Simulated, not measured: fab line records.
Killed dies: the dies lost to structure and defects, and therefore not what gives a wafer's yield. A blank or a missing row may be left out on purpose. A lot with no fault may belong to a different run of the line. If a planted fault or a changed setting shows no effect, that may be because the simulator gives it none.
3 desks looking at one fault :: flow n5_finfet :: each desk holds nothing but its own numbers, with what lay behind them at the end

== AT THE METROLOGY DESK ==
Means of the sampled wafers that have a number, per lot and without regard to the tool the lot ran on: this is what the gauges read. A lot is out of limits, marked OUT, if its mean lies more than 4 standard deviations from the usual mean; the brackets give that distance. Shown here are 7 of its 14 readings, the ones lying furthest out on some lot.
Columns: A = DIBL_N at N5_BEOL_M4_RC_MEAS_101, usual 36.9 mV/V; B = DIBL_P at N5_BEOL_M4_RC_MEAS_101, usual 36.7 mV/V; C = IOFF_N at N5_BEOL_M4_RC_MEAS_101, usual 0.17 nA/um; D = ION_N at N5_BEOL_M4_RC_MEAS_101, usual 674 uA/um; E = SS_N at N5_BEOL_M4_RC_MEAS_101, usual 71.7 mV/dec; F = VT_N at N5_BEOL_M4_RC_MEAS_101, usual 249 mV; G = cd_nm at N5_BEOL_M5_CD_MEAS_11, usual 28.07 nm
lot: L312
first seen here: day 8 13:50
A: 35.1
B: 34.5
C: 0.16
D: 666
E: 70.8
F: 252
G: 28.14

lot: L318
first seen here: day 10 05:52
A: 35.1
B: 34.8
C: 0.15
D: 668
E: 71.6
F: 250
G: 27.94

lot: L319
first seen here: day 11 08:34
A: 38.8
B: 38.2
C: 0.21
D: 683
E: 72.0
F: 247
G: 27.86

lot: L323
first seen here: day 11 09:39
A: 37.6
B: 37.7
C: 0.19
D: 683
E: 71.5
F: 247
G: 28.22

lot: L330
first seen here: day 13 04:59
A: 34.2
B: 33.2
C: 0.12
D: 655
E: 71.5
F: 254
G: 28.08

lot: L332
first seen here: day 13 23:49
A: 38.5
B: 38.3
C: 0.17
D: 670
E: 72.1
F: 251
G: 28.46
This desk's finding: nothing out of limits on any of the 6 lots.

== THE DEFECT DESK ==
Inspection counts along the route, by lot: the mean over sampled wafers that carry a number. A lot is out of limits, marked OUT, if its mean lies more than 4 standard deviations from the usual mean; the brackets give that distance.
Columns: A = raw_defect_count at N5_BEOL_M4_INSPECT_59, usual 79; B = raw_defect_count at N5_BEOL_M5_INSPECT_13, usual 424
lot: L312
first seen here: day 8 13:52
A: 64
B: 404

lot: L318
first seen here: day 10 05:54
A: 76
B: 444

lot: L319
first seen here: day 11 08:35
A: 61
B: 391

lot: L323
first seen here: day 11 09:41
A: 61
B: 396

lot: L330
first seen here: day 13 05:01
A: 63
B: 513

lot: L332
first seen here: day 13 23:50
A: 55
B: 472
This desk's finding: nothing out of limits on any of the 6 lots.

== TOOL OWNER'S DESK, litho_track-01 ==
The tool's own readings at N5_BEOL_M5_COAT_05 (resist thk 30 nm): means of the sampled wafers that have a number, for each lot that ran on this tool. A lot is out of limits, marked OUT, if its mean lies more than 4 standard deviations from the usual mean; the brackets give that distance.
Columns: A = chill_plate_temp_C at N5_BEOL_M5_COAT_05, usual 23.00 C; B = spin_speed_rpm at N5_BEOL_M5_COAT_05, usual 1500.0 rpm
lot: L318
first seen here: day 10 08:04
A: 23.02
B: 1554.7 (+62) OUT

lot: L319
first seen here: day 11 11:56
A: 22.93
B: 1555.5 (+63) OUT

lot: L332
first seen here: day 14 01:46
A: 23.04
B: 1499.8
This desk's verdict: out of limits on L318, L319, starting with L318 at day 10 08:04 (spin_speed_rpm at N5_BEOL_M5_COAT_05). In limits: L332.

== PUT TOGETHER ==
An alarm could have come from the tool owner's desk at day 10 08:04, on L318, L319.
Nothing out of limits was seen by the metrology desk.
Nothing the defect desk looked at was out of limits.
The metrology desk holds a record of L318, L319, inside its limits.
The defect desk has L318, L319 on record, within its limits.
The lots listed all ran N5_BEOL_M5_COAT_05 on litho_track-01.

== WHAT THE SIMULATOR PUT IN ==
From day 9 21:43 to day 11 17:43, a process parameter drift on litho_track-01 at N5_BEOL_M5_COAT_05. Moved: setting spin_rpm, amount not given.
Struck lots among those shown: L318, L319.
Time in hours from fault onset to the first out-of-limits reading at each desk: the tool owner's desk, 10.
